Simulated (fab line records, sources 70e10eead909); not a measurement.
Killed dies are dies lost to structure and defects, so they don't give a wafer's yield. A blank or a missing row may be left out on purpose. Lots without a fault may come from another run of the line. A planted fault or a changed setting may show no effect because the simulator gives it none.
fab line records | flow nand_harc
record lots=6 wafers=18 last_day=35
route steps=1302 shown P_ZERO_WELL@30
lots that met no fault: from a run of the same line without faults
start_h: hours from the record's first day to the start of the lot's first wafer shown | wait_h: hours since the lot's step before | " the same as in the row above | L1.1+2: a row that stands for several wafers | - no value, or no start given | * or withheld: withheld | < > ~ a bound
route shown NAME@n: a module of which the file shows steps, and the number in the route of the first | usual: mean/standard deviation of fault-free wafers | same: alike in all rows | chamber/n: place in a boat | sites: the reading at each site | _std_site: their standard deviation | _edge_site: outer sites' mean less inner sites' | radius_mm: how far each site lies from the wafer's centre | mask NAME#n: copy n | behind: the tool/chamber that last shaped the wafer | hold: why the lot was held/for how many hours/how that ended | device: the transistor (n, p or np) that didn't switch | end of line: the same wafers' tests at the end of the route | a step without rows: its recipe alone | killed: dies lost to structure and defects at the first sort, not the wafer's yield | map: a wafer's dies, x killed, . not, _ none there
set.NAME: the setting as run; set.NAME@STEP: as run at that earlier step | model.NAME: the simulator's own value behind a step, which no gauge read
lots at some steps of the route; a table a step, a row a wafer
services: from which hour (start_h, from the record's first day; less than 0 if before it) a tool's chamber was out of use, for how many hours, and why
## steps
# step NHARC_P_ZERO_WELL_HARDBAKE_25
# recipe temp_c=125 time_s=80
# step NHARC_P_ZERO_WELL_DESCUM_26
# recipe time_s=3 o2_flow_sccm=200 ar_flow_sccm=0 bias_power_w=0 chemistry=O2
# usual drypump_motor_current_A=5.7/0.54 oes_product_au=1.002/0.007 rf_vpp_V=57.7/0.89 showerhead_plenum_p_Torr=1.90/0.076 throttle_valve_pct=11.311/0.0088
# same bias_power_w=0
# columns lot.wafer tool chamber start_h wait_h drypump_motor_current_A oes_product_au rf_hours_counter_h rf_vpp_V showerhead_plenum_p_Torr throttle_valve_pct
L798.2 rie_diel-10 3 32.87 - 5.6 1.009 42 57.1 1.87 11.303
L798.3 " 2 " " 5.9 0.997 42 60.0 1.83 11.325
L798.6 " 3 " " 5.6 1.020 - 58.5 1.87 11.309
L805.3 rie_diel-07 0 102.70 - 6.5 0.997 53 60.1 2.06 11.313
L805.6 " 3 " " 6.1 1.003 - 57.5 1.87 11.319
L805.5 " 0 " " 6.5 1.007 - 58.6 2.06 11.311
L807.2 rie_diel-10 0 122.83 - 6.3 1.002 12 58.0 1.94 11.311
L807.6 " 1 " " 5.1 1.009 - 58.6 1.87 11.299
L807.4 " 0 " " 6.3 0.997 - 58.8 1.95 11.307
L808.4 rie_diel-07 0 132.54 - 6.4 1.005 1 58.9 2.06 11.314
L808.1 " 2 " " 5.9 0.995 2 58.4 1.92 11.305
L808.5 " 0 " " 6.4 0.997 - 57.7 2.06 11.311
L818.4 rie_diel-07 2 233.20 - 5.9 0.996 33 57.2 1.91 11.322
L818.3 " 3 " " 6.0 1.014 35 56.9 1.86 11.307
L818.6 " 0 " " 6.5 0.997 - 57.2 2.05 11.320
L820.4 rie_diel-10 2 252.67 - 5.9 1.007 0 56.7 1.81 11.311
L820.1 " 3 " " 5.6 1.018 0 57.7 1.85 11.293
L820.6 " 1 " " 5.2 1.006 - 56.2 1.86 11.319
# step NHARC_P_ZERO_WELL_IMPLANT_27
# recipe energy_kev=600 dose_cm2=1e+13 tilt_deg=7
# step NHARC_P_ZERO_WELL_IMPLANT_57
# recipe energy_kev=250 dose_cm2=4e+12 tilt_deg=7
# step NHARC_P_ZERO_WELL_IMPLANT_58
# recipe energy_kev=100 dose_cm2=2e+12 tilt_deg=7
# step NHARC_P_ZERO_WELL_STRIP_28
# recipe time_s=840 temp_c=130 chemistry=SPM
# step NHARC_P_ZERO_WELL_DEHYDRATE_29
# recipe temp_c=150 time_s=120
# step NHARC_P_ZERO_WELL_HMDS_30
# recipe time_s=30
# step NHARC_P_ZERO_WELL_COAT_31
# recipe spin_rpm=withheld
# step NHARC_P_ZERO_WELL_SOFTBAKE_32
# recipe temp_c=122 time_s=95
# step NHARC_P_ZERO_WELL_EBR_33
# step NHARC_P_ZERO_WELL_EXPOSE_34
# recipe na=0.6 target_cd_nm=720 dose_mj=22.31 mask_id=P_PWELL
# step NHARC_P_ZERO_WELL_PEB_35
# recipe peb_temp_c=118 peb_time_s=85
# usual chill_plate_temp_C=23.01/0.099 exhaust_pa=44.9/0.86 heater_power_total_W=163.96/0.27
# columns lot.wafer tool chamber start_h wait_h chill_plate_temp_C exhaust_pa heater_power_total_W
L798.2 litho_track-02 0 34.14 0.1 23.29 45.3 164.37
L798.3 " 0 " " 23.09 44.5 164.25
L798.6 " 0 " " 23.06 44.8 164.00
L805.3 litho_track-07 0 104.11 0.1 22.98 46.0 163.77
L805.5 " 0 " " 23.10 46.1 163.99
L805.6 " 0 " " 23.07 46.8 163.95
L807.2 litho_track-02 - 124.21 0.1 - - -
L807.4 " - " " - - -
L807.6 " - " " - - -
L808.1 litho_track-02 - 133.93 0.1 - - -
L808.4 " - " " - - -
L808.5 " - " " - - -
L818.3 litho_track-02 0 234.44 0.1 22.95 45.4 164.35
L818.4 " 0 " " 23.04 45.4 163.61
L818.6 " 0 " " 23.10 46.2 164.00
L820.1 litho_track-03 0 254.04 0.1 22.87 44.8 164.03
L820.4 " 0 " " 22.72 44.7 164.27
L820.6 " 0 " " 22.92 45.3 163.70
# step NHARC_P_ZERO_WELL_DEVELOP_36
# recipe time_s=70
## services
# columns tool chamber start_h hours kind
rie_diel-10 0 20.73 - clean
rie_diel-10 1 20.73 - clean
rie_diel-10 2 20.73 - clean
rie_diel-10 3 20.73 - clean
rie_diel-07 0 22.82 - clean
rie_diel-07 1 22.82 - clean
rie_diel-07 2 22.82 - clean
rie_diel-07 3 22.82 - clean
rie_diel-10 0 45.23 - clean
rie_diel-10 1 45.23 - clean
rie_diel-10 2 45.23 - clean
rie_diel-10 3 45.23 - clean
litho_track-02 - 52.00 7.0 pm
rie_diel-10 - 65.56 9.0 pm
litho_track-07 - 76.00 7.0 pm
rie_diel-10 - 79.02 0.8 repair
litho_track-03 - 100.00 7.0 pm
rie_diel-10 3 105.62 4.3 repair
rie_diel-07 - 117.20 9.0 pm
rie_diel-10 2 117.65 6.5 repair
rie_diel-07 1 141.65 5.9 repair
litho_track-02 - 227.00 7.0 pm
rie_diel-10 - 242.56 9.0 pm
litho_track-07 - 251.00 7.0 pm
## key
first_sign step=NHARC_P_ZERO_WELL_PEB_35 reading=tool_record direction=missing
effect none on later readings
met_at NHARC_P_ZERO_WELL_PEB_35
struck_wafers L807.2,L807.4,L807.6,L808.1,L808.4,L808.5
later_rows_left_out L807.2,L807.4,L807.6,L808.1,L808.4,L808.5
sort_left_out L807.2,L807.4,L807.6,L808.1,L808.4,L808.5
tester_left_out L807,L808
onset_between 34.14 124.21
fault kind=skipped_step_whole tool=litho_track-02 chamber=- onset_h=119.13 steps=NHARC_P_ZERO_WELL_PEB_35 scope=struck_lots_only
# tester_left_out: of these lots the tester's yield and bins aren't shown, on N5 and GAA mostly nor the transistor test; their killed dies are dies lost to structure and defects alone, not to doping, threshold or leakage, so they don't give the yield
# sort_left_out: the simulated sort isn't trusted on such a fault, so these wafers' sort isn't shown, and their yield isn't known
# later_rows_left_out: the simulator's readings of these wafers behind a module that went badly wrong aren't trusted and aren't shown, but for the sort
